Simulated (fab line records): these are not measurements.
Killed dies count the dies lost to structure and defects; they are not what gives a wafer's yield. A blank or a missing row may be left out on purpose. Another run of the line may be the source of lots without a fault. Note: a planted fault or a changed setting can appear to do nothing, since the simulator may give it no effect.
A struck lot beside a sound one || flow n5Finfet || 38 steps out of a route of 1938
Sound: these wafers, L342.1, L342.5, L342.6. Struck: wafers L347.3, L347.6 (left out: L347.1, a lot-mate that was not struck); the cause follows at the end.
Per side, at each step with rows, come the tool, then ch with its chambers, and then its first start. Under that, the readings that differ: sound wafers || struck wafers || difference of the means || sigmas: that difference in standard deviations of wafers without a fault.
alike: readings with means less than 2 such deviations apart, plus words and numbers identical on both sides. not compared: withheld readings, readings lacking a value on some wafer, bounds such as >300 that could conceal the same value, and numbers that have no deviation in the record and whose values overlap.
A row with sigmas, a row that says differs or no value, or rows on one side alone: a step with any of these is where the two part. When numbers do not overlap yet have no deviation, they are printed without sigmas and do not part them. A reading that every wafer of one side lacks parts them only if that side has two wafers or more.

first, 9 steps without rows for these wafers: N5_BEOL_M4_COAT_76 (time 60 s, resist thk 5 nm); N5_BEOL_M4_COAT_22 (resist thk 30 nm); N5_BEOL_M4_EBR_24; N5_BEOL_M4_SOFTBAKE_23 (time 60 s); N5_BEOL_M4_EXPOSE_25 (exposes mask V3, defocus 5 nm); N5_BEOL_M4_PEB_26 (peb time 60 s); N5_BEOL_M4_DEVELOP_27 (develop time 30 s); N5_BEOL_M4_DESCUM_33 (chemistry O2, time 7 s); N5_BEOL_M4_ETCH_77 (etches underlayer in N2/H2, target depth 6.5 nm, time 5.2 s).
N5_BEOL_M4_ETCH_69: etches SiARC in CF4, target depth 15.6 nm, time 26 s.
  sound on rieDiel-04 ch 0,2,3, day 10 17:02; struck on rieDiel-04 ch 2, day 11 18:31
  alike: drypumpMotorCurrentA, etchRfOnTimeS, oesProductAu, rfVppV, showerheadPlenumPTorr, throttleValvePct
  not compared: rfHoursCounterH
then, 27 steps without rows for these wafers: N5_BEOL_M4_ALD_98 (deposits SiO2, target thk 2.5 nm, pulse time 1 s, co reactant pulse time 1 s); N5_BEOL_M4_ETCHBACK_99 (etches SiO2 in CHF3, target depth 5 nm, time 10.4 s); N5_BEOL_M4_ETCH_70 (etches SOC in N2/H2, target depth 80 nm, overetch 24 nm, time 130 s); N5_BEOL_M4_STRIP_71 (strips in N2/H2); N5_BEOL_M4_STRIP_78 (strips in N2/H2); N5_BEOL_M4_VIA_ETCH_34 (etches the open film in C4F6/O2, target depth 69.4 nm, time 65.9 s); N5_BEOL_M4_STRIP_83 (strips in C4F6/O2); N5_BEOL_M4_STRIP_36 (strips in N2/H2); N5_BEOL_M4_TRENCH_ETCH_37 (etches SiOC in C4F6/O2, target depth 55.555 nm, time 29.2 s); N5_BEOL_M4_ETCH_41 (etches SiCN in CH3F/O2, target depth 29.9 nm, time 52.5 s); N5_BEOL_M4_STRIP_97 (strips in N2/H2, time 10 s); N5_BEOL_M4_HM_STRIP_39 (strips TiN in peroxide tin strip, target depth 25 nm, time 158 s); N5_BEOL_M4_SRD_40 (time 30 s); N5_BEOL_M4_PRECLEAN_42 (cleans in residue remover, time 60 s); N5_BEOL_M4_SRD_43 (time 30 s); N5_BEOL_M4_DEGAS_44 (time 60 s); N5_BEOL_M4_PRE_CLEAN_45 (time 30 s); N5_BEOL_M4_ALD_84 (deposits TaN, pulse time 2 s, purge time 3 s, co reactant purge time 2 s); N5_BEOL_M4_SURFACE_TREAT_85; N5_BEOL_M4_CVD_47 (deposits Co from CCTBA/H2, target thk 3 nm, time 223.8 s); N5_BEOL_M4_SPUTTER_48 (material Cu, target thk 4.5 nm, time 8.29 s); N5_BEOL_M4_ANNEAL_49 (time 240 s); N5_BEOL_M4_SPUTTER_79 (material Cu, target thk 4.5 nm, time 8.29 s); N5_BEOL_M4_ANNEAL_80 (time 240 s); N5_BEOL_M4_SPUTTER_81 (material Cu, target thk 4.5 nm, time 8.29 s); N5_BEOL_M4_ANNEAL_82 (time 240 s); N5_BEOL_M4_SPUTTER_86 (material Cu, target thk 4.5 nm, time 8.29 s).
-- here the record skips 7 days between the struck wafers' starts before and after, leaving off in module BEOL_M4 and picking up in module PASSIVATION (first step shown: number 1936 of the route) --
N5_PASSIVATION_PROBE_49:
  sound on prober-01 at day 17 03:33; struck on prober-02 at day 18 11:35
{"reading": "defectLimitedYield (%)", "sound": "91.6 91.7 92.3", "struck": "81.9 84.7", "difference": -8.6, "sigmas": -6}
{"reading": "killed_at_M4_up", "sound": "17 13 9", "struck": "119 125", "difference": "+109", "sigmas": "+21"}
{"reading": "killedDies", "sound": "99 98 91", "struck": "213 181", "difference": "+101", "sigmas": "+6"}
{"reading": "killedOnRim", "sound": "12 9 10", "struck": "25 26", "difference": "+15", "sigmas": "+4"}
{"reading": "sort_bin_5_function (%)", "sound": "4.2 5.4 5.1", "struck": "11.5 9.2", "difference": "+5.4", "sigmas": "+5"}
{"reading": "sortNPass", "sound": "1081 1057 1089", "struck": "966 999", "difference": -93, "sigmas": -5}
{"reading": "sortYieldPct (%)", "sound": "91.6 89.6 92.3", "struck": "81.9 84.7", "difference": -7.9, "sigmas": -5}
  alike: killed_at_M0_to_M3, killedAtContacts, killedAtFrontEnd, killedAtOther, killedOpen, killedShort, sort_bin_6_memory, sort_bin_8_speed

## WHERE THEY PART
N5_PASSIVATION_PROBE_49 only, going by this record.

WHY: what the simulator had put in
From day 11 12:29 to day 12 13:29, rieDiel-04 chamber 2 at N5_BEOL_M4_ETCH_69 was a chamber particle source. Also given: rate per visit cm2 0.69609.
